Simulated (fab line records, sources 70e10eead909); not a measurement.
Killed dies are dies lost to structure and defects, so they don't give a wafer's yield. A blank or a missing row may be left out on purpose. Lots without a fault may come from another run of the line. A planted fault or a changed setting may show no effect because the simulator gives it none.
fab line records | flow nand_harc
record lots=5 wafers=15 last_day=33
route steps=1302 shown P_GATE@155 END@1302
lots that met no fault: from a run of the same line without faults
start_h: hours from the record's first day to the start of the lot's first wafer shown | wait_h: hours since the lot's step before | " the same as in the row above | L1.1+2: a row that stands for several wafers | - no value, or no start given | * or withheld: withheld | < > ~ a bound
route shown NAME@n: a module of which the file shows steps, and the number in the route of the first | usual: mean/standard deviation of fault-free wafers | same: alike in all rows | chamber/n: place in a boat | sites: the reading at each site | _std_site: their standard deviation | _edge_site: outer sites' mean less inner sites' | radius_mm: how far each site lies from the wafer's centre | mask NAME#n: copy n | behind: the tool/chamber that last shaped the wafer | hold: why the lot was held/for how many hours/how that ended | device: the transistor (n, p or np) that didn't switch | end of line: the same wafers' tests at the end of the route | a step without rows: its recipe alone | killed: dies lost to structure and defects at the first sort, not the wafer's yield | map: a wafer's dies, x killed, . not, _ none there
set.NAME: the setting as run; set.NAME@STEP: as run at that earlier step | model.NAME: the simulator's own value behind a step, which no gauge read
lots at some steps of the route; a table a step, a row a wafer
services: from which hour (start_h, from the record's first day; less than 0 if before it) a tool's chamber was out of use, for how many hours, and why
## steps
# step NHARC_P_GATE_ALD_36
# recipe target_thk_a=200 pulse_time_s=60 ald_cycles=223 temp_c=400 material=SiNx
# usual heater_power_w=832/43 precursor_pulse_height_rel=1.002/0.021
# same ald_cycles=223
# columns lot.wafer tool chamber start_h wait_h heater_power_w precursor_pulse_height_rel
L165.4 ald_sin-02 0 144.11 - 761 0.979
L165.2 " 1 145.16 - 808 0.992
L165.5 " 2 146.21 - 854 0.981
L170.4 ald_sin-03 2 193.64 - 812 1.024
L170.2 " 3 194.70 - 792 1.022
L170.1 " 0 195.76 - 827 0.982
L175.4 ald_sin-02 3 243.87 - 894 0.978
L175.1 " 0 244.92 - 750 1.004
L175.5 " 2 247.02 - 887 0.997
L181.4 ald_sin-03 3 296.26 - 808 1.018
L181.5 " 3 300.47 - 819 1.029
L181.6 " 0 301.53 - 855 0.985
L182.2 ald_sin-04 1 308.13 - 880 1.003
L182.6 " 1 312.30 - 878 0.968
L182.5 " 0 315.09 - 826 1.015
# step NHARC_P_GATE_ETCHBACK_37
# recipe target_depth_a=345 time_s=17.2 chf3_flow_sccm=50 o2_flow_sccm=10 ar_flow_sccm=200 rf_w=500 bias_w=200 chemistry=CHF3/O2
# usual drypump_motor_current_A=5.44/0.29 oes_product_au=0.941/0.03 rf_vpp_V=370.8/2.1 showerhead_plenum_p_Torr=2.41/0.092 throttle_valve_pct=20.572/0.0086
# columns lot.wafer tool chamber start_h wait_h drypump_motor_current_A oes_product_au rf_hours_counter_h rf_vpp_V showerhead_plenum_p_Torr throttle_valve_pct
L165.2 rie_diel-06 3 - - 5.56 0.917 0 372.4 2.52 20.567
L165.4 " 0 " " 5.24 0.921 0 372.8 2.46 20.564
L165.5 " 2 " " 5.61 0.926 - 370.0 2.37 20.583
L170.2 rie_diel-07 1 - - 5.74 0.922 4 370.8 2.50 20.572
L170.1 " 2 " " 5.13 0.917 3 367.9 2.25 20.558
L170.4 " 1 " " 5.73 0.924 - 373.3 2.50 20.566
L175.4 rie_diel-07 2 - - 5.14 0.929 7 367.1 2.25 20.578
L175.1 " 1 " " 5.74 0.914 8 373.3 2.49 20.566
L175.5 " 3 " " 5.80 0.919 - 370.4 2.42 20.575
L181.5 rie_diel-06 2 - - 5.61 0.933 - 370.6 2.37 20.578
L181.6 " 3 " " 5.55 0.936 - 374.1 2.52 20.560
L181.4 " 0 " " 5.28 0.927 - 370.7 2.46 20.580
L182.2 rie_diel-09 2 - - 5.31 0.932 6 370.6 2.39 20.573
L182.5 " 2 " " 5.31 0.931 - 368.7 2.39 20.575
L182.6 " 3 " " 5.75 0.920 - 367.9 2.27 20.570
# step NHARC_P_GATE_STRIP_101
# recipe time_s=20 o2_flow_sccm=500 ar_flow_sccm=0 bias_w=0 chemistry=O2
# usual drypump_motor_current_A=5.45/0.29 oes_product_au=1.001/0.0072 rf_vpp_V=57.7/1 showerhead_plenum_p_Torr=3.54/0.13 throttle_valve_pct=17.037/0.0088
# columns lot.wafer tool chamber start_h wait_h drypump_motor_current_A oes_product_au rf_hours_counter_h rf_vpp_V showerhead_plenum_p_Torr throttle_valve_pct
L165.4 rie_diel-06 2 151.59 0.1 5.62 0.994 0 57.1 3.48 17.035
L165.2 " 0 " " 5.24 0.990 0 57.7 3.61 17.032
L165.5 " 2 " " 5.63 0.992 - 57.9 3.48 17.037
L170.2 rie_diel-07 0 203.28 0.1 5.90 1.002 5 58.8 3.65 17.043
L170.1 " 1 " " 5.70 1.015 4 57.9 3.66 17.044
L170.4 " 0 " " 5.91 1.013 - 57.4 3.65 17.029
L175.1 rie_diel-07 3 252.38 0.1 5.79 1.000 8 57.0 3.56 17.031
L175.4 " 2 " " 5.11 1.011 7 58.1 3.31 17.044
L175.5 " 0 " " 5.92 1.001 - 58.1 3.65 17.046
L181.4 rie_diel-06 2 305.88 0.0 5.59 1.004 - 57.3 3.48 17.061
L181.6 " 3 " " 5.56 1.000 - 59.0 3.69 17.021
L181.5 " 0 " " 5.26 0.990 - 57.9 3.61 17.027
L182.2 rie_diel-09 3 319.78 0.1 5.75 0.991 5 58.6 3.34 17.040
L182.5 " 2 " " 5.33 1.003 - 57.1 3.51 17.024
L182.6 " 3 " " 5.77 0.986 - 58.7 3.34 17.037
# step NHARC_P_GATE_PRECLEAN_97
# recipe time_s=600 temp_c=120 chemistry=SPM
# step NHARC_P_GATE_SRD_98
# step NHARC_P_GATE_PRECLEAN_99
# recipe time_s=* temp_c=50 bath_age_min=0 chemistry=SC1
# step NHARC_P_GATE_SRD_100
# step NHARC_P_GATE_DEHYDRATE_38
# recipe temp_c=150 time_s=120
# step NHARC_P_GATE_HMDS_39
# recipe time_s=30
# step NHARC_P_GATE_COAT_40
# recipe spin_rpm=3000
# step NHARC_P_GATE_SOFTBAKE_41
# recipe temp_c=122 time_s=95
# step NHARC_P_GATE_EBR_42
# step NHARC_P_GATE_EXPOSE_43
# recipe na=0.6 target_cd_nm=720 dose_mj=14.81 mask_id=P_NSD
# columns lot.wafer tool chamber start_h wait_h mask
L165.2+4+5 krf_scanner-02 0 152.36 - P_NSD#0
L170.1+2+4 krf_scanner-02 0 204.06 - P_PSD#0
L175.1+4+5 krf_scanner-03 0 253.03 - P_NSD#0
L181.4+5+6 krf_scanner-03 0 306.65 - P_NSD#0
L182.2+5+6 krf_scanner-02 0 320.55 - P_NSD#0
# step NHARC_P_GATE_PEB_44
# recipe peb_temp_c=118 peb_time_s=85
# step NHARC_P_GATE_DEVELOP_45
# recipe time_s=70
# step NHARC_P_GATE_CD_MEAS_46
# recipe target_cd_nm=720 landing_energy_ev=500
# usual cd_nm=720.5/1.2
# columns lot.wafer tool chamber start_h wait_h cd_nm
L165.2 cd_sem-03 0 152.52 - 720.9
L165.4 " 0 " " 719.5
L165.5 " 0 " " 719.4
L170.1 cd_sem-02 0 204.22 - -
L170.2 " 0 " " -
L170.4 " 0 " " -
L175.1 cd_sem-03 0 253.18 - 721.5
L175.4 " 0 " " 721.0
L175.5 " 0 " " 719.2
L181.4 cd_sem-03 0 306.80 - 722.7
L181.5 " 0 " " 721.1
L181.6 " 0 " " 722.4
L182.2 cd_sem-01 0 320.71 - 720.7
L182.5 " 0 " " 720.9
L182.6 " 0 " " 722.4
# step NHARC_P_GATE_HARDBAKE_47
# recipe temp_c=125 time_s=80
# step NHARC_END_SORT_01
# recipe temp_c=25
# usual killed_at_array=55/17 killed_at_other=1.1/1.4 killed_at_periphery=3.9/3 killed_dies=59/17 killed_open=3.5/2 killed_short=2.6/1.6
# same gross_dies=677
# columns lot.wafer tool chamber start_h wait_h killed_at_array killed_at_other killed_at_periphery killed_dies killed_open killed_short
L170.1 prober-02 0 656.47 2.5 57 1 619 677 2 2
L170.2 prober-02 0 657.27 2.8 53 0 624 677 4 3
L170.4 prober-02 0 658.87 3.4 54 0 623 677 4 6
# killed by level:class
L170.1 P_GATE:area_expose=615 A_SLIT:chamber_film_flake=27 A_CHANNEL_HOLE_D1:chamber_film_flake=10 A_CHANNEL_HOLE_D2:chamber_film_flake=9 P_ZERO_WELL:chamber_film_flake=3 A_CONTACT:chamber_film_flake=3 A_ZERO_WELL:chamber_film_flake=2 A_WL_FILL:chamber_film_flake=2
L170.2 P_GATE:area_expose=618 A_SLIT:chamber_film_flake=27 A_CHANNEL_HOLE_D2:chamber_film_flake=9 A_CHANNEL_HOLE_D1:chamber_film_flake=7 P_ZERO_WELL:chamber_film_flake=3 A_WL_FILL:chamber_film_flake=3 P_CONTACT:geometric_particle:open=1 P_M2:geometric_particle:open=1
L170.4 P_GATE:area_expose=620 A_SLIT:chamber_film_flake=31 A_CHANNEL_HOLE_D2:chamber_film_flake=8 A_CHANNEL_HOLE_D1:chamber_film_flake=4 A_CONTACT:chamber_film_flake=2 P_M0:geometric_particle:short=1 P_M0:geometric_particle:open=1 P_M2:geometric_particle:open=1
# map L170.1 (x killed, . not)
____________x____________
_________xxxxxxx_________
_______xxxxxxxxxxx_______
______xxxxxxxxxxxxx______
_____xxxxxxxxxxxxxxx_____
____xxxxxxxxxxxxxxxxx____
____xxxxxxxxxxxxxxxxx____
___xxxxxxxxxxxxxxxxxxx___
___xxxxxxxxxxxxxxxxxxx___
__xxxxxxxxxxxxxxxxxxxxx__
__xxxxxxxxxxxxxxxxxxxxx__
_xxxxxxxxxxxxxxxxxxxxxxx_
_xxxxxxxxxxxxxxxxxxxxxxx_
_xxxxxxxxxxxxxxxxxxxxxxx_
_xxxxxxxxxxxxxxxxxxxxxxx_
_xxxxxxxxxxxxxxxxxxxxxxx_
xxxxxxxxxxxxxxxxxxxxxxxxx
xxxxxxxxxxxxxxxxxxxxxxxxx
xxxxxxxxxxxxxxxxxxxxxxxxx
xxxxxxxxxxxxxxxxxxxxxxxxx
xxxxxxxxxxxxxxxxxxxxxxxxx
_xxxxxxxxxxxxxxxxxxxxxxx_
_xxxxxxxxxxxxxxxxxxxxxxx_
_xxxxxxxxxxxxxxxxxxxxxxx_
_xxxxxxxxxxxxxxxxxxxxxxx_
_xxxxxxxxxxxxxxxxxxxxxxx_
__xxxxxxxxxxxxxxxxxxxxx__
__xxxxxxxxxxxxxxxxxxxxx__
___xxxxxxxxxxxxxxxxxxx___
___xxxxxxxxxxxxxxxxxxx___
____xxxxxxxxxxxxxxxxx____
____xxxxxxxxxxxxxxxxx____
_____xxxxxxxxxxxxxxx_____
______xxxxxxxxxxxxx______
_______xxxxxxxxxxx_______
_________xxxxxxx_________
____________x____________
# map L182.6 (x killed, . not)
____________.____________
_________......._________
_______.xx.x......_______
______.............______
_____......x........_____
____.......x.........____
____...............x.____
___.................xx___
___.......x...........___
__x........x.........x.__
__.....................__
_.....................x._
_....x........x........._
_.x.x....x......x.....x._
_.xxx...x............xx._
_xxxx.....x............._
x.xxxx..............x....
.xx.xx........x..........
.xxxxx...................
.xxxx.x.........x........
...x...........x..x......
_..............x........_
_......x...........x...._
_................x.x...._
_x.........x...x.x..xx.._
_.....x.........xx......_
__...............xxx...__
__...............x..x..__
___.............xx....___
___...................___
____................x____
____.................____
_____..............._____
______.............______
_______.......x..._______
_________......._________
____________.____________
## services
# columns tool chamber start_h hours kind
ald_sin-02 - 123.82 10.0 pm
rie_diel-06 - 130.20 9.0 pm
ald_sin-04 1 130.82 1.6 repair
rie_diel-09 - 143.10 9.0 pm
ald_sin-03 1 152.50 8.3 repair
rie_diel-09 0 163.07 6.6 repair
rie_diel-07 1 172.11 5.1 repair
ald_sin-03 - 175.94 10.0 pm
rie_diel-07 3 200.40 4.0 repair
krf_scanner-03 - 225.10 4.0 pm
krf_scanner-02 - 226.32 0.6 repair
rie_diel-09 1 240.36 4.9 repair
rie_diel-09 2 243.48 5.8 repair
krf_scanner-02 - 266.00 4.0 pm
rie_diel-09 - 270.74 13.2 repair
krf_scanner-03 - 278.13 0.9 repair
ald_sin-02 1 293.01 12.2 repair
rie_diel-07 - 294.20 9.0 pm
krf_scanner-02 - 299.78 0.9 repair
krf_scanner-03 - 300.92 1.1 repair
rie_diel-06 1 304.02 5.5 repair
rie_diel-06 - 307.20 9.0 pm
rie_diel-09 1 318.38 2.7 repair
rie_diel-09 - 320.10 9.0 pm
## key
first_sign step=NHARC_P_GATE_EXPOSE_43 reading=mask direction=changed
effect step=NHARC_P_GATE_CD_MEAS_46 reading=cd_nm direction=missing
effect step=NHARC_END_SORT_01 reading=killed_at_periphery direction=up sigmas=99+ usual=3.9 struck=622
more_kills_born_at NHARC_P_GATE_EXPOSE_43@krf_scanner-02=1853
met_at NHARC_P_GATE_EXPOSE_43
struck_wafers L170.1,L170.2,L170.4
later_rows_left_out L170.1,L170.2,L170.4
tester_left_out L170
onset_between 152.36 204.06
fault kind=wrong_mask tool=any chamber=- onset_h=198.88 steps=NHARC_P_GATE_EXPOSE_43 aux_copy=P_PSD#0 scope=struck_lots_only
# tester_left_out: of these lots the tester's yield and bins aren't shown, on N5 and GAA mostly nor the transistor test; their killed dies are dies lost to structure and defects alone, not to doping, threshold or leakage, so they don't give the yield
# later_rows_left_out: the simulator's readings of these wafers behind a module that went badly wrong aren't trusted and aren't shown, but for the sort
